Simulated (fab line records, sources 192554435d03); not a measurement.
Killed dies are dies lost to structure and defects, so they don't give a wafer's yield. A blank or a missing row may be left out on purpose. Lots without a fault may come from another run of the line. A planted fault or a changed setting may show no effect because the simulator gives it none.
fab line records | flow n5_finfet
record lots=24 wafers=72 last_day=18
route steps=1938 shown SD_EPI_N@278 SD_EPI_P@305 ILD0@341 SDB@357
lots that met no fault: from a run of the same line without faults
start_h: hours from the record's first day to the start of the lot's first wafer shown | wait_h: hours since the lot's step before | " the same as in the row above | L1.1+2: a row that stands for several wafers | - no value, or no start given | * or withheld: withheld | < > ~ a bound
route shown NAME@n: a module of which the file shows steps, and the number in the route of the first | usual: mean/standard deviation of fault-free wafers | same: alike in all rows | chamber/n: place in a boat | sites: the reading at each site | _std_site: their standard deviation | _edge_site: outer sites' mean less inner sites' | radius_mm: how far each site lies from the wafer's centre | mask NAME#n: copy n | behind: the tool/chamber that last shaped the wafer | hold: why the lot was held/for how many hours/how that ended | device: the transistor (n, p or np) that didn't switch | end of line: the same wafers' tests at the end of the route | a step without rows: its recipe alone | killed: dies lost to structure and defects at the first sort, not the wafer's yield | map: a wafer's dies, x killed, . not, _ none there
set.NAME: the setting as run; set.NAME@STEP: as run at that earlier step | model.NAME: the simulator's own value behind a step, which no gauge read
steps of the route over a sample of lots; a table a step, a row a wafer
services: from which hour (start_h, from the record's first day; less than 0 if before it) a tool's chamber was out of use, for how many hours, and why
## steps
# step N5_SD_EPI_N_ETCH_45
# recipe chemistry=CH3F/O2 target=SiOCN target_depth_a=60 mask_material=SOC ion_energy_ev=60 bias_w=29 pressure_mtorr=15 source_w=410 Ar_flow_sccm=150 CH3F_flow_sccm=30 O2_flow_sccm=20
# usual O2_flow_sccm=20.00/0.062 drypump_motor_current_A=5.9/0.41 oes_product_au=0.75/0.069 rf_vpp_V=127.5/0.93 showerhead_plenum_p_Torr=2.00/0.066 throttle_valve_pct=23.33/0.16
# columns lot.wafer tool chamber start_h wait_h O2_flow_sccm drypump_motor_current_A oes_product_au rf_hours_counter_h rf_vpp_V showerhead_plenum_p_Torr throttle_valve_pct
L074.2 rie_diel-02 3 48.99 0.1 19.96 5.9 0.96 3 127.7 1.95 23.28
L074.3 " 1 " " 19.90 5.4 0.78 138 127.1 2.10 23.23
L074.6 " 1 " " 19.96 5.4 0.77 - 129.0 2.10 23.23
L075.1 rie_diel-02 2 54.19 0.1 20.00 5.8 0.72 204 128.1 1.97 23.52
L075.3 " 3 " " 19.99 5.9 0.96 5 125.7 1.95 23.29
L075.5 " 1 " " 20.10 5.4 0.77 - 127.7 2.10 23.24
L076.2 rie_diel-03 1 61.55 0.1 20.05 6.3 0.82 81 127.0 2.03 23.38
L076.3 " 3 " " 19.95 5.9 0.75 159 129.0 1.99 22.98
L076.5 " 2 " " 20.06 5.4 0.70 - 126.5 1.97 23.28
L077.3 rie_diel-03 3 66.68 0.1 20.02 5.9 0.75 160 126.7 1.99 22.99
L077.5 " 2 " " 19.94 5.5 0.70 - 127.0 1.97 23.27
L077.6 " 1 " " 19.95 6.4 0.81 - 128.7 2.03 23.40
L078.2 rie_diel-02 2 74.32 0.1 20.03 5.8 0.72 211 126.9 1.97 23.52
L078.4 " 3 " " 19.98 5.9 0.93 11 127.5 1.94 23.30
L078.6 " 1 " " 20.08 5.4 0.76 - 127.7 2.10 23.24
L079.2 rie_diel-03 1 79.13 0.1 20.03 6.3 0.80 87 128.2 2.02 23.38
L079.3 " 0 " " 20.09 6.3 0.69 206 126.0 1.97 23.32
L079.6 " 0 " " 20.01 6.3 0.69 - 128.1 1.97 23.31
L080.1 rie_diel-05 0 84.73 0.1 20.01 5.8 0.72 187 127.5 2.07 23.21
L080.3 " 2 " " 20.02 5.5 0.69 243 127.7 1.96 23.24
L080.5 " 2 " " 19.96 5.5 0.69 - 127.4 1.96 23.22
L081.1 rie_diel-02 1 91.46 0.1 19.97 5.3 0.76 152 127.0 2.10 23.26
L081.3 " 3 " " 20.04 5.9 0.91 17 126.4 1.94 23.30
L081.6 " 1 " " 20.01 5.4 0.75 - 128.5 2.10 23.24
L082.2 rie_diel-03 3 98.69 0.1 19.93 5.9 0.74 169 128.0 1.99 22.98
L082.3 " 2 " " 20.06 5.5 0.69 214 128.7 1.97 23.29
L082.5 " 3 " " 19.94 5.9 0.74 - 127.9 1.99 23.00
L083.3 rie_diel-05 3 105.80 0.1 19.88 6.5 0.74 176 126.2 2.07 23.52
L083.4 " 0 " " 19.97 5.7 0.72 194 128.0 2.07 23.24
L083.5 " 0 " " 20.02 5.7 0.72 - 128.6 2.07 23.23
L084.1 rie_diel-03 2 114.25 0.1 19.98 5.4 0.68 219 127.0 1.97 23.32
L084.2 " 3 " " 20.02 5.9 0.74 174 127.1 1.99 22.98
L084.4 " 1 " " 19.93 6.3 0.79 98 126.5 2.02 23.39
L085.2 rie_diel-03 3 116.01 0.1 20.11 5.9 0.74 174 127.1 1.99 23.01
L085.3 " 1 " " 20.05 6.3 0.79 98 127.2 2.02 23.40
L085.5 " 2 " " 20.11 5.4 0.68 - 128.0 1.97 23.31
L086.1 rie_diel-05 1 127.72 0.1 20.01 5.1 0.71 205 128.0 2.07 23.56
L086.4 " 3 " " 20.04 6.5 0.72 - 127.4 2.07 23.55
L086.6 " 0 " " 20.05 5.8 0.71 - 128.2 2.06 23.23
L087.1 rie_diel-02 3 131.88 0.1 20.10 6.0 0.88 31 125.6 1.94 23.30
L087.4 " 2 " " 20.00 5.8 0.70 - 127.6 1.96 23.54
L087.5 " 3 " " 19.95 6.0 0.88 - 127.5 1.94 23.31
L088.2 rie_diel-03 2 136.41 0.1 19.96 5.5 0.68 226 127.7 1.96 23.31
L088.5 " 2 " " 20.01 5.5 0.68 - 128.0 1.96 23.31
L088.6 " 1 " " 19.95 6.4 0.78 - 128.4 2.02 23.41
L089.4 rie_diel-02 2 141.70 0.1 20.03 5.7 0.70 235 126.6 1.96 23.56
L089.5 " 1 " " 19.89 5.3 0.74 - 128.0 2.09 23.28
L089.6 " 2 " " 20.01 5.8 0.70 - 127.0 1.96 23.55
L090.1 rie_diel-02 0 146.76 0.1 19.99 6.4 0.77 136 125.5 1.84 23.41
L090.2 " 1 " " 19.89 5.4 0.74 172 127.3 2.09 23.27
L090.6 " 2 " " 20.00 5.8 0.70 - 126.4 1.96 23.56
L091.1 rie_diel-03 1 153.72 0.1 19.98 6.3 0.78 111 127.3 2.02 23.42
L091.3 " 0 " " 20.02 6.3 0.67 229 126.5 1.96 23.35
L091.5 " 0 " " 20.10 6.3 0.68 - 127.1 1.96 23.34
L092.1 rie_diel-03 1 159.56 0.1 19.94 6.3 0.78 113 127.5 2.02 23.43
L092.2 " 3 " " 19.91 5.9 0.74 187 127.0 1.98 23.02
L092.6 " 0 " " 20.07 6.3 0.67 - 126.8 1.96 23.33
L093.1 rie_diel-05 2 163.32 0.1 20.09 5.5 0.94 13 126.6 1.96 23.04
L093.4 " 3 " " 20.06 6.5 0.71 200 127.2 2.07 23.55
L093.5 " 3 " " 19.98 6.5 0.71 - 128.0 2.07 23.57
L094.1 rie_diel-02 1 173.48 0.1 20.09 5.4 0.73 181 128.3 2.09 23.28
L094.5 " 2 " " 20.01 5.8 0.69 - 126.8 1.96 23.56
L094.6 " 3 " " 19.98 5.9 0.86 - 127.9 1.93 23.33
L095.1 rie_diel-05 2 176.99 0.1 19.99 5.5 0.93 17 128.2 1.95 23.03
L095.2 " 1 " " 19.97 5.1 0.70 221 128.5 2.06 23.58
L095.4 " 0 " " 20.09 5.8 0.71 221 128.2 2.06 23.26
L096.2 rie_diel-05 3 185.16 0.1 19.94 6.5 0.70 206 127.7 2.06 23.56
L096.3 " 0 " " 20.03 5.8 0.71 223 127.8 2.06 23.27
L096.5 " 2 " " 19.99 5.5 0.93 - 125.5 1.95 23.04
L097.1 rie_diel-02 0 194.01 0.1 20.11 6.3 0.76 151 125.6 1.83 23.42
L097.3 " 1 " " 19.92 5.4 0.72 189 129.1 2.08 23.27
L097.5 " 3 " " 20.09 6.0 0.84 - 126.4 1.93 23.35
# step N5_SD_EPI_P_INSPECT_11
# recipe mode=adi inspect_instrument=macro
# usual raw_defect_count=2.0/1.3
# columns lot.wafer tool chamber start_h wait_h raw_defect_count
L074.2 defect_inspect-01 - 53.99 0.0 2
L074.3 " - " " 2
L074.6 " - " " 0
L075.1 defect_inspect-02 - 58.77 0.0 2
L075.3 " - " " 2
L075.5 " - " " 3
L076.2 defect_inspect-02 - 66.07 0.0 4
L076.3 " - " " 0
L076.5 " - " " 0
L077.3 defect_inspect-02 - 70.70 0.0 3
L077.5 " - " " 2
L077.6 " - " " 1
L078.2 defect_inspect-02 - 78.95 0.0 1
L078.4 " - " " 2
L078.6 " - " " 2
L079.2 defect_inspect-02 - 82.92 0.0 0
L079.3 " - " " 0
L079.6 " - " " 0
L080.1 defect_inspect-01 - 88.91 0.0 1
L080.3 " - " " 0
L080.5 " - " " 0
L081.1 defect_inspect-01 - 95.38 0.0 3
L081.3 " - " " 2
L081.6 " - " " 2
L082.2 defect_inspect-01 - 102.89 0.0 2
L082.3 " - " " 1
L082.5 " - " " 1
L083.3 defect_inspect-01 - 109.57 0.0 2
L083.4 " - " " 3
L083.5 " - " " 3
L084.1 defect_inspect-02 - 118.57 0.0 3
L084.2 " - " " 1
L084.4 " - " " 5
L085.2 defect_inspect-02 - 119.76 0.0 2
L085.3 " - " " 4
L085.5 " - " " 3
L086.1 defect_inspect-02 - 133.60 0.0 1
L086.4 " - " " 1
L086.6 " - " " 2
L087.1 defect_inspect-01 - 135.72 0.0 0
L087.4 " - " " 1
L087.5 " - " " 4
L088.2 defect_inspect-02 - 140.29 0.0 0
L088.5 " - " " 2
L088.6 " - " " 1
L089.4 defect_inspect-01 - 147.61 0.0 1
L089.5 " - " " 0
L089.6 " - " " 4
L090.1 defect_inspect-01 - 150.63 0.0 3
L090.2 " - " " 6
L090.6 " - " " 1
L091.1 defect_inspect-02 - 158.25 0.0 5
L091.3 " - " " 2
L091.5 " - " " 2
L092.1 defect_inspect-01 - 163.43 0.0 0
L092.2 " - " " 2
L092.6 " - " " 4
L093.1 defect_inspect-01 - 167.28 0.0 2
L093.4 " - " " 3
L093.5 " - " " 3
L094.1 defect_inspect-02 - 178.16 0.0 1
L094.5 " - " " 4
L094.6 " - " " 1
L095.1 defect_inspect-01 - 182.71 0.0 1
L095.2 " - " " 1
L095.4 " - " " 3
L096.2 defect_inspect-01 - 189.83 0.0 2
L096.3 " - " " 2
L096.5 " - " " 1
L097.1 defect_inspect-02 - 199.97 0.0 0
L097.3 " - " " 0
L097.5 " - " " 0
# step N5_ILD0_THK_MEAS_08
# usual thk_nm=139.1/1.2
# columns lot.wafer tool chamber start_h wait_h thk_nm
L074.2 film_metro-02 - 63.47 - 138.8
L074.3 " - " " 137.5
L074.6 " - " " 139.5
L075.1 film_metro-01 - 66.44 - 137.9
L075.3 " - " " 137.5
L075.5 " - " " 139.3
L076.2 film_metro-01 - 73.76 - 140.4
L076.3 " - " " 140.0
L076.5 " - " " 138.1
L077.3 film_metro-02 - 78.64 - 140.0
L077.5 " - " " 140.3
L077.6 " - " " 137.8
L078.2 film_metro-02 - 87.00 - 138.9
L078.4 " - " " 137.6
L078.6 " - " " 137.3
L079.2 film_metro-01 - 91.38 - 136.4
L079.3 " - " " 140.2
L079.6 " - " " 138.7
L080.1 film_metro-01 - 97.66 - 140.6
L080.3 " - " " 140.2
L080.5 " - " " 140.3
L081.1 film_metro-02 - 105.06 - 141.3
L081.3 " - " " 141.2
L081.6 " - " " 140.2
L082.2 film_metro-01 - 112.58 - 140.4
L082.3 " - " " 139.5
L082.5 " - " " 139.8
L083.3 film_metro-01 - 119.12 0.3 139.3
L083.4 " - " " 138.4
L083.5 " - " " 136.5
L084.1 film_metro-01 - 127.19 - 139.8
L084.2 " - " " 138.5
L084.4 " - " " 139.5
L085.2 film_metro-02 - 128.62 - 142.1
L085.3 " - " " 138.8
L085.5 " - " " 139.6
L086.1 film_metro-02 - 141.13 - 137.6
L086.4 " - " " 139.3
L086.6 " - " " 136.2
L087.1 film_metro-02 - 144.11 - 139.0
L087.4 " - " " 138.8
L087.5 " - " " 138.9
L088.2 film_metro-01 - 147.87 - 139.7
L088.5 " - " " 139.8
L088.6 " - " " 138.1
L089.4 film_metro-02 - 158.10 - 140.8
L089.5 " - " " 139.0
L089.6 " - " " 139.6
L090.1 film_metro-02 - 159.93 - 139.4
L090.2 " - " " 139.6
L090.6 " - " " 139.5
L091.1 film_metro-02 - 166.08 - 139.6
L091.3 " - " " 139.0
L091.5 " - " " 139.7
L092.1 film_metro-02 - 173.59 - 138.1
L092.2 " - " " 138.4
L092.6 " - " " 137.6
L093.1 film_metro-02 - 176.21 - 140.4
L093.4 " - " " 140.8
L093.5 " - " " 140.0
L094.1 film_metro-01 - 187.30 - 139.8
L094.5 " - " " 139.3
L094.6 " - " " 139.1
L095.1 film_metro-02 - 191.94 - 137.7
L095.2 " - " " 138.4
L095.4 " - " " 138.6
L096.2 film_metro-01 - 198.92 - 141.1
L096.3 " - " " 139.0
L096.5 " - " " 139.2
L097.1 film_metro-01 - 209.85 - 137.3
L097.3 " - " " 138.0
L097.5 " - " " 137.9
# step N5_SDB_OVL_MEAS_12
# recipe points_per_wafer=44
# usual SDB_OVL=-0.4/0.77
# columns lot.wafer tool chamber start_h wait_h SDB_OVL[nm]
L074.2 overlay-01 0 67.23 0.0 0.3
L074.3 " 0 " " -0.8
L074.6 " 0 " " -0.9
L075.1 overlay-02 0 70.20 0.0 -1.6
L075.3 " 0 " " -1.4
L075.5 " 0 " " -0.4
L076.2 overlay-01 0 77.52 0.0 -1.2
L076.3 " 0 " " -0.6
L076.5 " 0 " " -0.8
L077.3 overlay-01 0 82.47 0.0 -0.9
L077.5 " 0 " " -0.3
L077.6 " 0 " " -0.8
L078.2 overlay-02 0 90.63 0.0 -0.2
L078.4 " 0 " " 0.1
L078.6 " 0 " " 1.4
L079.2 overlay-01 0 96.66 0.0 -1.1
L079.3 " 0 " " -0.3
L079.6 " 0 " " -1.9
L080.1 overlay-02 0 101.83 0.0 -1.6
L080.3 " 0 " " -1.6
L080.5 " 0 " " -1.4
L081.1 overlay-01 0 108.83 0.0 -0.7
L081.3 " 0 " " -1.4
L081.6 " 0 " " -0.8
L082.2 overlay-02 0 116.45 0.0 0.7
L082.3 " 0 " " -0.1
L082.5 " 0 " " -0.4
L083.3 overlay-02 0 122.92 0.0 -1.3
L083.4 " 0 " " 0.1
L083.5 " 0 " " -0.8
L084.1 overlay-01 0 130.95 0.0 0.4
L084.2 " 0 " " 1.6
L084.4 " 0 " " 0.3
L085.2 overlay-01 0 132.43 0.0 -0.5
L085.3 " 0 " " -0.4
L085.5 " 0 " " 0.3
L086.1 overlay-01 0 144.94 0.0 -0.1
L086.4 " 0 " " 0.2
L086.6 " 0 " " -1.1
L087.1 overlay-02 0 147.87 0.0 -0.2
L087.4 " 0 " " -0.2
L087.5 " 0 " " 0.2
L088.2 overlay-01 0 151.63 0.0 0.2
L088.5 " 0 " " 0.4
L088.6 " 0 " " -0.2
L089.4 overlay-02 0 161.76 0.0 -0.6
L089.5 " 0 " " -0.4
L089.6 " 0 " " -0.1
L090.1 overlay-01 0 163.83 0.0 0.4
L090.2 " 0 " " 0.7
L090.6 " 0 " " 0.2
L091.1 overlay-02 0 169.71 0.0 0.6
L091.3 " 0 " " 0.6
L091.5 " 0 " " -0.7
L092.1 overlay-02 0 177.59 0.0 -1.8
L092.2 " 0 " " -1.0
L092.6 " 0 " " -1.6
L093.1 overlay-01 0 180.19 0.0 -1.4
L093.4 " 0 " " 0.0
L093.5 " 0 " " -2.0
L094.1 overlay-01 0 192.15 0.0 -1.2
L094.5 " 0 " " -0.8
L094.6 " 0 " " -1.0
L095.1 overlay-01 0 195.70 0.0 0.3
L095.2 " 0 " " 0.7
L095.4 " 0 " " 1.1
L096.2 overlay-02 0 202.68 0.0 -0.8
L096.3 " 0 " " -1.1
L096.5 " 0 " " 0.1
L097.1 overlay-01 0 213.61 0.0 -0.9
L097.3 " 0 " " -1.2
L097.5 " 0 " " -0.6
# step N5_SDB_ETCH_17
# recipe chemistry=CF4 target=SiARC target_depth_a=234 mask_material=CAR-ArF time_s=39 ion_energy_ev=80 pressure_mtorr=40 source_w=545 bias_w=36 Ar_flow_sccm=100 cf4_flow_sccm=100 ends=cleared
# usual drypump_motor_current_A=5.8/0.41 etch_rf_on_time_s=39.0/0.87 oes_product_au=0.64/0.061 rf_vpp_V=184.1/1.2 showerhead_plenum_p_Torr=2.14/0.075 throttle_valve_pct=15.64/0.19
# columns lot.wafer tool chamber start_h wait_h drypump_motor_current_A etch_rf_on_time_s oes_product_au rf_hours_counter_h rf_vpp_V showerhead_plenum_p_Torr throttle_valve_pct
L074.2 rie_diel-05 3 67.43 0.0 6.5 38.1 0.63 162 185.6 2.22 15.80
L074.3 " 0 " " 5.8 38.4 0.63 180 186.3 2.22 15.47
L074.6 " 0 " " 5.8 38.5 0.64 - 184.9 2.22 15.49
L075.1 rie_diel-05 0 70.29 0.0 5.8 38.5 0.63 181 185.2 2.22 15.47
L075.3 " 3 " " 6.5 38.5 0.63 163 185.1 2.22 15.81
L075.5 " 1 " " 5.1 38.7 0.62 - 186.2 2.21 15.79
L076.2 rie_diel-03 3 77.61 0.0 5.9 38.1 0.64 164 182.4 2.14 15.39
L076.3 " 2 " " 5.5 37.6 0.60 208 183.7 2.12 15.65
L076.5 " 0 " " 6.3 39.7 0.59 - 183.0 2.12 15.77
L077.3 rie_diel-02 1 82.56 0.0 5.4 39.6 0.64 149 185.9 2.24 15.43
L077.5 " 1 " " 5.4 39.8 0.64 - 185.7 2.24 15.45
L077.6 " 0 " " 6.4 38.9 0.67 - 183.7 1.98 15.63
L078.2 rie_diel-05 1 90.73 0.0 5.1 38.7 0.61 191 185.2 2.20 15.81
L078.4 " 3 " " 6.5 37.9 0.63 172 185.2 2.21 15.81
L078.6 " 2 " " 5.5 40.7 0.58 - 183.9 2.11 15.65
L079.2 rie_diel-02 2 96.75 0.0 5.8 40.6 0.59 218 183.7 2.12 15.87
L079.3 " 3 " " 5.9 38.2 0.77 19 184.1 2.09 15.51
L079.6 " 3 " " 5.9 38.2 0.78 - 182.6 2.09 15.52
L080.1 rie_diel-02 2 101.99 0.0 5.7 40.4 0.60 219 183.8 2.12 15.86
L080.3 " 0 " " 6.3 38.1 0.67 125 183.3 1.98 15.63
L080.5 " 0 " " 6.3 38.3 0.66 - 181.5 1.98 15.62
L081.1 rie_diel-03 3 109.51 0.0 5.9 38.0 0.64 172 183.7 2.14 15.42
L081.3 " 0 " " 6.3 39.9 0.59 215 184.0 2.12 15.81
L081.6 " 2 " " 5.4 37.8 0.60 - 184.7 2.12 15.67
L082.2 rie_diel-02 0 116.67 0.0 6.3 38.4 0.65 130 182.8 1.97 15.64
L082.3 " 3 " " 6.0 38.3 0.77 25 182.8 2.09 15.53
L082.5 " 0 " " 6.3 38.7 0.66 - 182.3 1.97 15.65
L083.3 rie_diel-03 3 123.01 0.0 6.0 37.7 0.63 176 183.4 2.14 15.41
L083.4 " 0 " " 6.3 39.3 0.58 219 184.0 2.12 15.81
L083.5 " 1 " " 6.4 38.9 0.68 - 184.3 2.15 15.56
L084.1 rie_diel-05 3 131.04 0.0 6.5 37.8 0.62 187 185.9 2.21 15.84
L084.2 " 0 " " 5.8 38.9 0.61 205 184.6 2.21 15.53
L084.4 " 0 " " 5.7 38.4 0.62 - 187.0 2.21 15.51
L085.2 rie_diel-02 0 132.83 0.0 6.3 38.3 0.66 131 183.2 1.97 15.65
L085.3 " 2 " " 5.8 40.1 0.59 231 184.8 2.12 15.87
L085.5 " 3 " " 6.0 38.4 0.75 - 183.0 2.08 15.55
L086.1 rie_diel-02 2 145.22 0.0 5.8 40.3 0.58 236 182.9 2.11 15.89
L086.4 " 0 " " 6.4 38.3 0.66 135 182.1 1.97 15.66
L086.6 " 2 " " 5.8 40.1 0.59 - 182.8 2.11 15.91
L087.1 rie_diel-05 3 147.96 0.0 6.5 38.6 0.61 194 186.1 2.21 15.86
L087.4 " 2 " " 5.5 40.3 0.79 7 185.2 2.10 15.20
L087.5 " 1 " " 5.1 39.0 0.61 - 185.7 2.20 15.87
L088.2 rie_diel-02 3 151.72 0.0 5.9 38.5 0.75 37 184.4 2.08 15.55
L088.5 " 1 " " 5.4 40.5 0.62 - 187.0 2.23 15.49
L088.6 " 2 " " 5.8 40.1 0.58 - 183.6 2.11 15.92
L089.4 rie_diel-02 3 161.85 0.0 6.0 38.7 0.74 41 183.6 2.08 15.56
L089.5 " 2 " " 5.7 40.5 0.58 - 184.4 2.11 15.91
L089.6 " 3 " " 6.0 38.5 0.74 - 184.4 2.08 15.55
L090.1 rie_diel-02 2 164.16 0.0 5.8 40.3 0.58 242 183.7 2.11 15.92
L090.2 " 3 " " 6.0 38.5 0.73 42 184.5 2.08 15.56
L090.6 " 2 " " 5.8 40.1 0.58 - 184.1 2.11 15.91
L091.1 rie_diel-02 2 169.80 0.0 5.8 39.9 0.58 244 183.9 2.11 15.91
L091.3 " 3 " " 5.9 37.9 0.74 44 182.8 2.08 15.55
L091.5 " 2 " " 5.8 39.7 0.59 - 182.4 2.11 15.92
L092.1 rie_diel-05 2 177.69 0.0 5.5 39.0 0.78 17 185.2 2.10 15.22
L092.2 " 3 " " 6.5 37.8 0.61 204 184.8 2.20 15.87
L092.6 " 2 " " 5.5 39.4 0.78 - 183.2 2.10 15.24
L093.1 rie_diel-02 1 180.28 0.0 5.3 39.9 0.62 182 185.1 2.22 15.50
L093.4 " 2 " " 5.8 39.9 0.58 247 184.3 2.11 15.91
L093.5 " 1 " " 5.4 39.6 0.62 - 184.7 2.22 15.50
L094.1 rie_diel-05 2 192.24 0.0 5.5 39.3 0.77 23 183.4 2.10 15.25
L094.5 " 3 " " 6.5 38.3 0.60 - 184.3 2.20 15.90
L094.6 " 0 " " 5.7 38.9 0.60 - 185.9 2.20 15.56
L095.1 rie_diel-05 3 195.83 0.0 6.5 38.0 0.61 210 182.8 2.20 15.89
L095.2 " 2 " " 5.5 39.0 0.77 23 184.5 2.10 15.24
L095.4 " 2 " " 5.5 39.1 0.77 - 183.4 2.10 15.26
L096.2 rie_diel-05 1 202.96 0.0 5.2 38.0 0.59 225 184.8 2.19 15.89
L096.3 " 2 " " 5.5 38.8 0.76 26 183.1 2.10 15.26
L096.5 " 3 " " 6.5 37.8 0.60 - 184.0 2.20 15.90
L097.1 rie_diel-03 3 213.82 0.0 5.9 37.5 0.62 207 182.4 2.13 15.48
L097.3 " 1 " " 6.3 39.3 0.65 132 184.3 2.14 15.59
L097.5 " 0 " " 6.3 39.4 0.57 - 184.0 2.11 15.88
# step N5_SDB_ETCH_18
# recipe chemistry=N2/H2 target=SOC target_depth_a=1000 overetch_a=200 mask_material=SiARC temp_c=40 time_s=150 ion_energy_ev=200 pressure_mtorr=30 source_w=840 bias_w=150 n2_flow_sccm=200 h2_flow_sccm=200
# usual drypump_motor_current_A=5.9/0.41 oes_product_au=0.67/0.062 rf_vpp_V=523.8/2.6 showerhead_plenum_p_Torr=2.54/0.095 throttle_valve_pct=17.85/0.21
# columns lot.wafer tool chamber start_h wait_h drypump_motor_current_A oes_product_au rf_hours_counter_h rf_vpp_V showerhead_plenum_p_Torr throttle_valve_pct
L074.2 rie_diel-05 3 67.47 0.0 6.5 0.66 162 527.0 2.66 18.17
L074.3 " 0 " " 5.7 0.66 180 526.7 2.63 17.66
L074.6 " 0 " " 5.7 0.66 - 527.0 2.63 17.68
L075.1 rie_diel-05 0 70.33 0.0 5.8 0.66 181 525.4 2.63 17.66
L075.3 " 3 " " 6.5 0.66 163 527.2 2.66 18.17
L075.5 " 1 " " 5.1 0.65 - 527.2 2.63 17.96
L076.2 rie_diel-03 3 77.65 0.0 5.9 0.66 164 522.8 2.55 17.62
L076.3 " 2 " " 5.5 0.62 208 522.9 2.50 17.77
L076.5 " 0 " " 6.3 0.63 - 524.0 2.52 17.92
L077.3 rie_diel-02 1 82.60 0.0 5.4 0.68 149 528.1 2.67 17.78
L077.5 " 1 " " 5.4 0.67 - 528.2 2.67 17.76
L077.6 " 0 " " 6.4 0.69 - 518.6 2.35 17.87
L078.2 rie_diel-05 1 90.76 0.0 5.2 0.65 191 525.3 2.63 17.95
L078.4 " 3 " " 6.5 0.65 172 525.5 2.65 18.20
L078.6 " 2 " " 5.5 0.63 - 523.1 2.49 17.74
L079.2 rie_diel-02 2 96.79 0.0 5.8 0.65 218 523.2 2.50 18.02
L079.3 " 3 " " 6.0 0.80 19 523.8 2.48 17.71
L079.6 " 3 " " 6.0 0.81 - 522.4 2.48 17.70
L080.1 rie_diel-02 2 102.02 0.0 5.8 0.64 219 523.0 2.50 18.04
L080.3 " 0 " " 6.3 0.69 125 518.0 2.35 17.90
L080.5 " 0 " " 6.3 0.69 - 517.7 2.35 17.88
L081.1 rie_diel-03 3 109.55 0.0 5.9 0.66 172 522.9 2.55 17.66
L081.3 " 0 " " 6.3 0.62 215 522.7 2.51 17.93
L081.6 " 2 " " 5.5 0.62 - 522.9 2.50 17.82
L082.2 rie_diel-02 0 116.70 0.0 6.4 0.68 130 517.1 2.35 17.89
L082.3 " 3 " " 5.9 0.79 25 522.5 2.47 17.72
L082.5 " 0 " " 6.4 0.68 - 517.9 2.35 17.88
L083.3 rie_diel-03 3 123.04 0.0 5.9 0.65 176 523.4 2.55 17.65
L083.4 " 0 " " 6.3 0.62 219 523.2 2.51 17.92
L083.5 " 1 " " 6.3 0.71 - 525.5 2.55 17.69
L084.1 rie_diel-05 3 131.08 0.0 6.5 0.64 187 526.4 2.65 18.21
L084.2 " 0 " " 5.8 0.65 205 526.9 2.62 17.70
L084.4 " 0 " " 5.8 0.64 - 526.7 2.62 17.69
L085.2 rie_diel-02 0 132.86 0.0 6.3 0.69 131 518.8 2.35 17.91
L085.3 " 2 " " 5.8 0.63 231 523.8 2.49 18.03
L085.5 " 3 " " 5.9 0.78 - 521.9 2.47 17.73
L086.1 rie_diel-02 2 145.25 0.0 5.8 0.63 236 523.6 2.49 18.06
L086.4 " 0 " " 6.4 0.68 135 516.5 2.34 17.90
L086.6 " 2 " " 5.8 0.63 - 524.3 2.49 18.07
L087.1 rie_diel-05 3 148.00 0.0 6.5 0.63 194 527.1 2.64 18.21
L087.4 " 2 " " 5.5 0.85 7 521.4 2.49 17.37
L087.5 " 1 " " 5.2 0.63 - 526.4 2.62 18.00
L088.2 rie_diel-02 3 151.76 0.0 6.0 0.77 37 523.0 2.47 17.75
L088.5 " 1 " " 5.4 0.66 - 525.2 2.66 17.81
L088.6 " 2 " " 5.8 0.62 - 523.5 2.49 18.07
L089.4 rie_diel-02 3 161.89 0.0 6.0 0.76 41 522.7 2.47 17.74
L089.5 " 2 " " 5.7 0.62 - 523.3 2.49 18.06
L089.6 " 3 " " 6.0 0.77 - 522.2 2.47 17.73
L090.1 rie_diel-02 2 164.19 0.0 5.8 0.62 242 523.0 2.49 18.08
L090.2 " 3 " " 6.0 0.77 42 522.5 2.47 17.76
L090.6 " 2 " " 5.8 0.62 - 523.9 2.49 18.08
L091.1 rie_diel-02 2 169.84 0.0 5.8 0.62 244 523.3 2.49 18.09
L091.3 " 3 " " 5.9 0.76 44 522.4 2.47 17.76
L091.5 " 2 " " 5.8 0.62 - 523.0 2.49 18.08
L092.1 rie_diel-05 2 177.72 0.0 5.5 0.82 17 523.0 2.48 17.41
L092.2 " 3 " " 6.5 0.64 204 526.7 2.64 18.25
L092.6 " 2 " " 5.5 0.82 - 521.7 2.48 17.40
L093.1 rie_diel-02 1 180.32 0.0 5.4 0.66 182 526.1 2.65 17.81
L093.4 " 2 " " 5.8 0.62 247 522.2 2.49 18.08
L093.5 " 1 " " 5.4 0.66 - 527.1 2.65 17.83
L094.1 rie_diel-05 2 192.28 0.0 5.5 0.81 23 524.0 2.48 17.39
L094.5 " 3 " " 6.5 0.63 - 525.2 2.64 18.23
L094.6 " 0 " " 5.7 0.63 - 524.8 2.61 17.75
L095.1 rie_diel-05 3 195.87 0.0 6.5 0.62 210 526.0 2.64 18.25
L095.2 " 2 " " 5.5 0.81 23 522.9 2.48 17.42
L095.4 " 2 " " 5.5 0.81 - 522.8 2.48 17.40
L096.2 rie_diel-05 1 202.99 0.0 5.1 0.63 225 525.6 2.61 18.04
L096.3 " 2 " " 5.5 0.80 26 521.8 2.48 17.40
L096.5 " 3 " " 6.5 0.62 - 525.4 2.63 18.24
L097.1 rie_diel-03 3 213.86 0.0 5.9 0.64 207 521.9 2.54 17.70
L097.3 " 1 " " 6.4 0.68 132 524.9 2.54 17.74
L097.5 " 0 " " 6.3 0.60 - 523.6 2.50 17.99
## services
# columns tool chamber start_h hours kind
rie_diel-02 - 35.71 0.4 repair
rie_diel-05 2 109.16 - clean
rie_diel-05 2 109.16 - consumable_replace:focus_ring
rie_diel-05 2 109.16 22.5 scheduled_down
rie_diel-05 2 109.16 22.5 vent_cycle
rie_diel-05 1 141.45 1.7 repair
rie_diel-02 2 188.84 - clean
rie_diel-02 2 188.84 - consumable_replace:focus_ring
rie_diel-02 2 188.84 16.3 scheduled_down
rie_diel-02 2 188.84 16.3 vent_cycle
rie_diel-03 2 203.59 - clean
rie_diel-03 2 203.59 - consumable_replace:focus_ring
rie_diel-03 2 203.59 17.8 scheduled_down
rie_diel-03 2 203.59 17.8 vent_cycle
## key
fault none
